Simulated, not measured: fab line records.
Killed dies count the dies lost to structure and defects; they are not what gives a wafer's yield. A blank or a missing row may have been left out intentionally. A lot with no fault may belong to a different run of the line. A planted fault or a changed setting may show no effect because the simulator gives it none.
Which tool is to blame? | flow nandHarc | Sampling: 12 lots, 35 wafers, 6 of 1159 route steps

## WHAT THE GAUGES SHOWED, per wafer
NHARC_P_BONDPAD_OVL_MEAS_38.
lot  | measured     | on         | overlayXNm (nm) | overlayYNm (nm)
L457 | day 6 07:59  | overlay-02 | 5 4 4           | 3 2 2
L458 | day 6 19:23  | overlay-02 | -3 -3 -2        | -8 -8 -8
L461 | day 7 03:00  | overlay-02 | -1 -1 -1        | 8 8 8
L459 | day 7 03:35  | overlay-02 | 8 7 8           | 6 6 6
L466 | day 8 12:14  | overlay-02 | 7 7 7           | 2 1 1
L467 | day 8 19:40  | overlay-02 | -1 -1           | -2 -1
L472 | day 10 06:37 | overlay-01 | -5 -4 -5        | 0 0 0
L474 | day 10 21:04 | overlay-02 | 4 3 2           | 5 5 4
L477 | day 11 01:42 | overlay-02 | 4 4 4           | 6 6 6
L478 | day 11 12:00 | overlay-02 | -5 -5 -4        | -4 -4 -4
L479 | day 11 13:17 | overlay-01 | 4 4 4           | 3 3 3
L480 | day 12 05:19 | overlay-01 | 0 -1 0          | 8 8 8

NHARC_A_ONON_D1_THK_MEAS_05: measures by ellipsometry.
lot  | measured     | on           | thkNm (nm)
L457 | day 7 08:40  | filmMetro-02 | 1008 1010 1010
L458 | day 7 22:59  | filmMetro-01 | 1011 1012 1014
L461 | day 8 05:17  | filmMetro-01 | 1009 1011 1011
L459 | day 8 05:14  | filmMetro-02 | 998 1001 998
L466 | day 9 15:22  | filmMetro-02 | 1001 1109 1110
L467 | day 10 00:32 | filmMetro-01 | 997 1107
L472 | day 11 08:47 | filmMetro-01 | 1006 1005 1005
L474 | day 12 00:50 | filmMetro-02 | 1000 1002 1003
L477 | day 12 04:20 | filmMetro-02 | 991 992 991
L478 | day 12 15:59 | filmMetro-01 | 995 994 994
L479 | day 12 15:39 | filmMetro-01 | 1012 1012 1013
L480 | day 13 09:31 | filmMetro-01 | 999 997 998

NHARC_END_SORT_01.
lot  | measured     | on        | killedAtArray | killedAtOther | killedAtPeriphery | killedDies | killedOpen | killedShort
L466 | day 21 13:59 | prober-02 | 16 673 675    | 0 0 0         | 3 4 2             | 19 677 677 | 3 4 3      | 2 3 0
L467 | day 21 22:14 | prober-01 | 22 672        | 0 1           | 2 4               | 24 677     | 1 3        | 2 2

## TOOL THAT RAN EACH LOT (tool first, then ch and the chambers of the sampled wafers, then the start)
lot  | NHARC_P_BONDPAD_DESCUM_11         | NHARC_P_BONDPAD_ETCH_37           | NHARC_A_ONON_D1_DEP_03
L457 | rieDiel-05 ch 1,2, day 6 08:07    | rieDiel-05 ch 0,2,3, day 6 08:17  | pecvdOnon-04 ch 0, day 7 08:13
L458 | rieDiel-09 ch 1,2,3, day 6 19:32  | rieDiel-09 ch 0,1,3, day 6 19:36  | pecvdOnon-02 ch 0, day 7 22:28
L461 | rieDiel-09 ch 1,2,3, day 7 03:09  | rieDiel-09 ch 2,3, day 7 03:13    | pecvdOnon-02 ch 0, day 8 04:46
L459 | rieDiel-05 ch 0,2, day 7 03:43    | rieDiel-05 ch 2,3, day 7 03:47    | pecvdOnon-04 ch 0, day 8 04:47
L466 | rieDiel-05 ch 0,1,3, day 8 12:23  | rieDiel-05 ch 0,2,3, day 8 12:28  | pecvdOnon-02 ch 0, day 9 14:51
L467 | rieDiel-05 ch 0,2, day 8 19:49    | rieDiel-05 ch 2,3, day 8 19:53    | pecvdOnon-02 ch 0, day 10 00:08
L472 | rieDiel-05 ch 0,2, day 10 06:44   | rieDiel-05 ch 1,2,3, day 10 06:50 | pecvdOnon-01 ch 0, day 11 08:16
L474 | rieDiel-05 ch 1,2, day 10 21:12   | rieDiel-05 ch 1,2, day 10 21:18   | pecvdOnon-01 ch 0, day 12 00:19
L477 | rieDiel-05 ch 0,1,3, day 11 01:50 | rieDiel-05 ch 0,1,3, day 11 01:55 | pecvdOnon-01 ch 0, day 12 03:50
L478 | rieDiel-05 ch 1,2,3, day 11 12:08 | rieDiel-05 ch 1,2,3, day 11 12:17 | pecvdOnon-01 ch 0, day 12 15:29
L479 | rieDiel-05 ch 1,2,3, day 11 13:26 | rieDiel-05 ch 1,2,3, day 11 13:32 | pecvdOnon-04 ch 0, day 12 15:12
L480 | rieDiel-09 ch 0,1,3, day 12 05:29 | rieDiel-09 ch 1,2,3, day 12 05:34 | pecvdOnon-01 ch 0, day 13 08:59
- NHARC_P_BONDPAD_DESCUM_11: chemistry O2, time 3 s.
- NHARC_P_BONDPAD_ETCH_37: etches the open film in N2/H2, target depth 60 nm, overetch 18 nm, time 65.91 s.
- NHARC_A_ONON_D1_DEP_03: target thk 1000 nm.

## AS READ BY THE TOOLS THEMSELVES (means over the sampled wafers that have a number; for cases with no such wafer, the mark the record gives instead)
NHARC_P_BONDPAD_DESCUM_11.
lot  | tool       | drypumpMotorCurrentA (A) | oesProductAu (a.u.) | rfVppV (V) | showerheadPlenumPTorr (Torr) | throttleValvePct (%)
L457 | rieDiel-05 | 6.1                      | 1.005               | 57.8       | 2.01                         | 11.318
L458 | rieDiel-09 | 6.4                      | 1.007               | 57.7       | 1.83                         | 11.319
L461 | rieDiel-09 | 6.4                      | 1.003               | 57.9       | 1.83                         | 11.301
L459 | rieDiel-05 | 5.4                      | 1.006               | 57.2       | 1.95                         | 11.309
L466 | rieDiel-05 | 6.1                      | 1.002               | 57.7       | 2.00                         | 11.316
L467 | rieDiel-05 | 5.6                      | 1.002               | 58.7       | 1.96                         | 11.306
L472 | rieDiel-05 | 5.4                      | 1.005               | 57.2       | 1.95                         | 11.311
L474 | rieDiel-05 | 6.1                      | 0.994               | 58.0       | 2.00                         | 11.307
L477 | rieDiel-05 | 6.2                      | 0.989               | 57.8       | 2.00                         | 11.303
L478 | rieDiel-05 | 5.8                      | 1.005               | 57.3       | 1.98                         | 11.309
L479 | rieDiel-05 | 5.8                      | 1.002               | 58.0       | 1.98                         | 11.305
L480 | rieDiel-09 | 6.1                      | 0.994               | 56.7       | 1.86                         | 11.307

NHARC_P_BONDPAD_ETCH_37.
lot  | tool       | drypumpMotorCurrentA (A) | oesProductAu (a.u.) | rfVppV (V) | showerheadPlenumPTorr (Torr) | throttleValvePct (%)
L457 | rieDiel-05 | 5.6                      | 1.003               | 432.5      | 2.10                         | 14.169
L458 | rieDiel-09 | 6.1                      | 1.007               | 429.1      | 1.99                         | 14.172
L461 | rieDiel-09 | 6.5                      | 1.005               | 427.5      | 1.94                         | 14.170
L459 | rieDiel-05 | 5.4                      | 1.009               | 432.1      | 2.09                         | 14.183
L466 | rieDiel-05 | 5.6                      | 1.006               | 431.5      | 2.09                         | 14.171
L467 | rieDiel-05 | 5.3                      | 1.006               | 432.0      | 2.08                         | 14.166
L472 | rieDiel-05 | 5.8                      | 1.004               | 432.9      | 2.11                         | 14.173
L474 | rieDiel-05 | 5.5                      | 1.004               | 431.9      | 2.10                         | 14.168
L477 | rieDiel-05 | 6.2                      | 0.995               | 433.5      | 2.13                         | 14.180
L478 | rieDiel-05 | 5.7                      | 1.001               | 432.7      | 2.11                         | 14.162
L479 | rieDiel-05 | 5.8                      | 0.991               | 431.5      | 2.11                         | 14.169
L480 | rieDiel-09 | 6.4                      | 1.001               | 427.0      | 1.94                         | 14.169

## THE ANSWER, worked out from the rows above alone
Rule: the usual values come from the lots themselves. The widest of any qualifying gaps counts: lots, ordered by their means at a reading, are off when they make up no more than a third of the lots, leave a main group of 4 or more, and stand apart from it by 3 or more times the standard deviation of that group's means. A main group whose means are all the same, to the digits that the tables above print for the reading, isn't used. Also off: a lot with no number at a reading for which 4 or more lots have one. The other lots that the step has rows for count as sound. After the gauges, taken in route order, come the tools' own readings; for these a lot's mean is taken, as printed above. At the first step where some lot is off, the reading lying furthest off is the one used; lots without a number count as furthest.
Off, at NHARC_A_ONON_D1_THK_MEAS_05 on thkNm: L466, L467. Mean 1003 nm and standard deviation 7.3 in the main group.
A tool fits if, at a process step before that reading, it ran every lot that is off, and no sound lot after the first of them. The gauges at NHARC_A_ONON_D1_THK_MEAS_05 are tried like those tools. One fits: NHARC_A_ONON_D1_DEP_03 on pecvdOnon-02. Its last sound lot is L461 (day 8 04:46), its first lot that is off L466 (day 9 14:51): a fault that began between those two fits.

## WHAT WAS PUT IN BY THE SIMULATOR
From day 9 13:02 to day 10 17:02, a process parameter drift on pecvdOnon-02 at NHARC_A_ONON_D1_DEP_03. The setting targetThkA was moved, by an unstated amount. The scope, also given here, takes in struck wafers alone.
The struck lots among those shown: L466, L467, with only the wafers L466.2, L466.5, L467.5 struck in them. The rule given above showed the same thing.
